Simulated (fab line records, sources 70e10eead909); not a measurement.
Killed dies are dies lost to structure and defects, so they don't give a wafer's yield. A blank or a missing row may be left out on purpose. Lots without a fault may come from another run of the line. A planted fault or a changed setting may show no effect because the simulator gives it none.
fab line records | flow nand_harc
record lots=5 wafers=15 last_day=33
route steps=1302 shown A_ZERO_WELL@406 A_SOURCE_PLATE@413 END@1302
lots that met no fault: from a run of the same line without faults
start_h: hours from the record's first day to the start of the lot's first wafer shown | wait_h: hours since the lot's step before | " the same as in the row above | L1.1+2: a row that stands for several wafers | - no value, or no start given | * or withheld: withheld | < > ~ a bound
route shown NAME@n: a module of which the file shows steps, and the number in the route of the first | usual: mean/standard deviation of fault-free wafers | same: alike in all rows | chamber/n: place in a boat | sites: the reading at each site | _std_site: their standard deviation | _edge_site: outer sites' mean less inner sites' | radius_mm: how far each site lies from the wafer's centre | mask NAME#n: copy n | behind: the tool/chamber that last shaped the wafer | hold: why the lot was held/for how many hours/how that ended | device: the transistor (n, p or np) that didn't switch | end of line: the same wafers' tests at the end of the route | a step without rows: its recipe alone | killed: dies lost to structure and defects at the first sort, not the wafer's yield | map: a wafer's dies, x killed, . not, _ none there
set.NAME: the setting as run; set.NAME@STEP: as run at that earlier step | model.NAME: the simulator's own value behind a step, which no gauge read
lots at some steps of the route; a table a step, a row a wafer
## steps
# step NHARC_A_ZERO_WELL_STRIP_14
# recipe time_s=900 temp_c=130 chemistry=SPM
# step NHARC_A_ZERO_WELL_IMPLANT_15
# recipe energy_kev=150 dose_cm2=1e+13 tilt_deg=7
# step NHARC_A_ZERO_WELL_PRECLEAN_22
# recipe time_s=60 temp_c=50 bath_age_min=0 chemistry=SC1
# step NHARC_A_ZERO_WELL_SRD_23
# step NHARC_A_ZERO_WELL_RTA_16
# recipe temp_c=1000 time_s=10
# usual lamp_power_pct=31/3.2 wafer_temp_C_max=1004.1/1.2
# columns lot.wafer tool chamber start_h wait_h lamp_power_pct wafer_temp_C_max
L583.1 rtp_anneal-02 0 138.47 - 34 1003.0
L583.2 " 0 " " 34 1003.5
L583.4 " 0 " " 34 1004.0
L585.2 rtp_anneal-02 0 158.63 - 34 1002.7
L585.4 " 0 " " 34 1003.3
L585.5 " 0 " " 34 1003.2
L594.2 rtp_anneal-01 0 249.55 - 28 1004.8
L594.4 " 0 " " 28 1005.0
L594.5 " 0 " " 28 1006.0
L603.1 rtp_anneal-01 0 344.17 - 28 1005.7
L603.2 " 0 " " 28 1005.3
L603.6 " 0 " " 28 1005.5
L606.1 rtp_anneal-01 0 362.25 - 28 1004.6
L606.2 " 0 " " 28 1003.3
L606.3 " 0 " " 28 1004.4
# step NHARC_A_ZERO_WELL_INSPECT_17
# usual raw_defect_count=9/4.8
# columns lot.wafer tool chamber start_h wait_h raw_defect_count
L583.1 defect_inspect-01 - 138.66 0.2 6
L583.2 " - " " 5
L583.4 " - " " 8
L585.2 defect_inspect-02 - 158.80 0.1 12
L585.4 " - " " 16
L585.5 " - " " 16
L594.2 defect_inspect-01 - 249.72 0.1 11
L594.4 " - " " 4
L594.5 " - " " 11
L603.1 defect_inspect-01 - 344.37 0.2 15
L603.2 " - " " 13
L603.6 " - " " 10
L606.1 defect_inspect-02 - 362.44 0.2 22
L606.2 " - " " 18
L606.3 " - " " 12
# step NHARC_A_SOURCE_PLATE_PRECLEAN_00
# recipe time_s=60 chemistry=HF-LAST
# step NHARC_A_SOURCE_PLATE_SRD_01
# step NHARC_A_SOURCE_PLATE_OXIDE_02
# recipe target_thk_a=100 temp_c=900 ox_time_s=1362 material=SiO2
# step NHARC_A_SOURCE_PLATE_THK_MEAS_09
# recipe thk_meas_gauge=ellipsometry
# usual thk_nm=9.8/1.1
# columns lot.wafer tool chamber start_h wait_h thk_nm
L583.1 film_metro-02 - 145.51 0.4 10.8
L583.2 " - " " 12.4
L583.4 " - " " 11.2
L585.2 film_metro-01 - 166.18 0.4 11.0
L585.4 " - " " 10.4
L585.5 " - " " 10.3
L594.2 film_metro-02 - 257.00 0.4 9.2
L594.4 " - " " 11.1
L594.5 " - " " 9.8
L603.1 film_metro-01 - 351.65 0.4 9.9
L603.2 " - " " 10.0
L603.6 " - " " 9.3
L606.1 film_metro-01 - 368.52 0.4 11.3
L606.2 " - " " 11.8
L606.3 " - " " 9.3
# step NHARC_A_SOURCE_PLATE_PVD_04
# recipe target_thk_a=500 material=WSi2
# step NHARC_A_SOURCE_PLATE_CVD_03
# recipe target_thk_a=2000 temp_c=620 pressure_mtorr=200 time_s=4000 material=poly-Si
# usual spike_tc_bottom_C=641.1/1.4 spike_tc_centre_C=621.0/1.1 spike_tc_lower_C=620.2/1 spike_tc_top_C=637/3.1 spike_tc_upper_C=619.1/1.1 tube_center_temp_C=620/0.051
# columns lot.wafer tool chamber start_h wait_h spike_tc_bottom_C spike_tc_centre_C spike_tc_lower_C spike_tc_top_C spike_tc_upper_C tube_center_temp_C
L583.1 lpcvd_poly-01 0 148.08 - 640.1 620.6 621.3 637 619.1 619.99
L583.2 " 0 " " 640.6 623.1 621.7 638 617.8 620.02
L583.4 " 0 " " 638.6 620.7 619.5 637 620.5 619.96
L585.2 lpcvd_poly-01 0 168.75 - 640.7 622.2 620.2 638 620.4 620.07
L585.4 " 0 " " 640.5 621.5 619.1 637 619.4 620.02
L585.5 " 0 " " 640.5 621.8 621.6 638 618.9 620.01
L594.2 lpcvd_poly-04 0 259.59 - 657.4 635.5 636.2 657 633.6 635.97
L594.4 " 0 " " 657.4 636.6 638.6 658 636.1 636.13
L594.5 " 0 " " 659.0 635.7 636.7 656 635.7 636.18
L603.1 lpcvd_poly-01 0 354.30 - 639.0 622.3 621.5 637 620.1 619.94
L603.2 " 0 " " 641.0 620.6 620.6 638 618.9 620.05
L603.6 " 0 " " 638.5 621.3 621.0 637 619.7 620.02
L606.1 lpcvd_poly-03 0 371.01 - 641.0 623.0 618.7 634 616.8 619.93
L606.2 " 0 " " 641.1 622.1 619.6 632 617.7 620.02
L606.3 " 0 " " 640.6 620.8 619.8 631 617.8 619.93
# step NHARC_A_SOURCE_PLATE_ANNEAL_05
# recipe temp_c=850 time_s=1800
# step NHARC_A_SOURCE_PLATE_THK_MEAS_06
# recipe thk_meas_gauge=ellipsometry
# usual thk_nm=200.4/2.1
# columns lot.wafer tool chamber start_h wait_h thk_nm
L583.1 film_metro-01 - 160.12 0.4 201.0
L583.2 " - " " 199.1
L583.4 " - " " 197.2
L585.2 film_metro-02 - 179.12 0.4 202.5
L585.4 " - " " 204.2
L585.5 " - " " 201.8
L594.2 film_metro-02 - 270.03 0.4 287.9
L594.4 " - " " 288.1
L594.5 " - " " 289.5
L603.1 film_metro-01 - 364.85 0.4 201.0
L603.2 " - " " 200.1
L603.6 " - " " 198.3
L606.1 film_metro-01 - 381.51 0.4 198.5
L606.2 " - " " 197.4
L606.3 " - " " 198.8
# step NHARC_END_SORT_01
# recipe temp_c=25
# usual killed_at_array=52/19 killed_at_other=1.0/1.2 killed_at_periphery=4.1/2.8 killed_dies=57/19 killed_open=3.1/1.7 killed_short=2.5/1.5
# same gross_dies=677
# columns lot.wafer tool chamber start_h wait_h killed_at_array killed_at_other killed_at_periphery killed_dies killed_open killed_short
L603.1 prober-02 0 749.33 2.5 48 1 5 54 2 4
L603.2 prober-02 0 750.15 2.8 59 1 7 67 4 1
L603.6 prober-02 0 753.42 4.1 67 1 4 72 2 5
# killed by level:class
L603.1 A_CHANNEL_HOLE_D1:chamber_film_flake=16 A_CHANNEL_HOLE_D2:chamber_film_flake=11 A_SLIT:chamber_film_flake=8 A_SGD_CUT:chamber_film_flake=4 P_STI:chamber_film_flake=3 A_CONTACT:chamber_film_flake=3 P_BONDPAD:geometric_particle:short=1 A_ONON_D1:geometric_particle:short=1
L603.2 A_SLIT:chamber_film_flake=21 A_CHANNEL_HOLE_D2:chamber_film_flake=20 A_CHANNEL_HOLE_D1:chamber_film_flake=7 A_DECK1_JOINT:chamber_film_flake=4 P_CONTACT:chamber_film_flake=3 A_SGD_CUT:chamber_film_flake=2 P_M0:geometric_particle:open=1 P_M2:geometric_particle:open=1
L603.6 A_SLIT:chamber_film_flake=26 A_CHANNEL_HOLE_D2:chamber_film_flake=17 A_CHANNEL_HOLE_D1:chamber_film_flake=9 A_CHANNEL_FILL_D1:geometric_particle:short=3 A_SGD_CUT:chamber_film_flake=3 P_CONTACT:chamber_film_flake=2 A_DECK1_JOINT:chamber_film_flake=2 A_CHANNEL_FILL_D1:geometric_particle:open=1
## key
first_sign step=NHARC_A_SOURCE_PLATE_CVD_03 reading=tube_center_temp_C direction=up sigmas=99+ usual=* struck=*
effect step=NHARC_A_SOURCE_PLATE_CVD_03 reading=spike_tc_lower_C direction=up sigmas=17 usual=620.2 struck=637.2
effect step=NHARC_A_SOURCE_PLATE_THK_MEAS_06 reading=thk_nm direction=up sigmas=41 usual=200.4 struck=288.5
met_at NHARC_A_SOURCE_PLATE_CVD_03
struck_wafers L594.2,L594.4,L594.5
tester_left_out L594
fault kind=process_parameter_drift tool=lpcvd_poly-04 chamber=- onset_h=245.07 steps=NHARC_P_GATE_CVD_17,NHARC_A_SOURCE_PLATE_CVD_03,NHARC_A_CHANNEL_FILL_D1_CVD_18,NHARC_A_CHANNEL_FILL_D1_CVD_05,NHARC_A_CHANNEL_FILL_D1_CVD_09,NHARC_A_DECK1_JOINT_CVD_12,NHARC_A_CHANNEL_FILL_D2_CVD_18,NHARC_A_CHANNEL_FILL_D2_CVD_05,+2 channel=temp_c offset=* shape=step end_h=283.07
# tester_left_out: of these lots the tester's yield and bins aren't shown, on N5 and GAA mostly nor the transistor test; their killed dies are dies lost to structure and defects alone, not to doping, threshold or leakage, so they don't give the yield
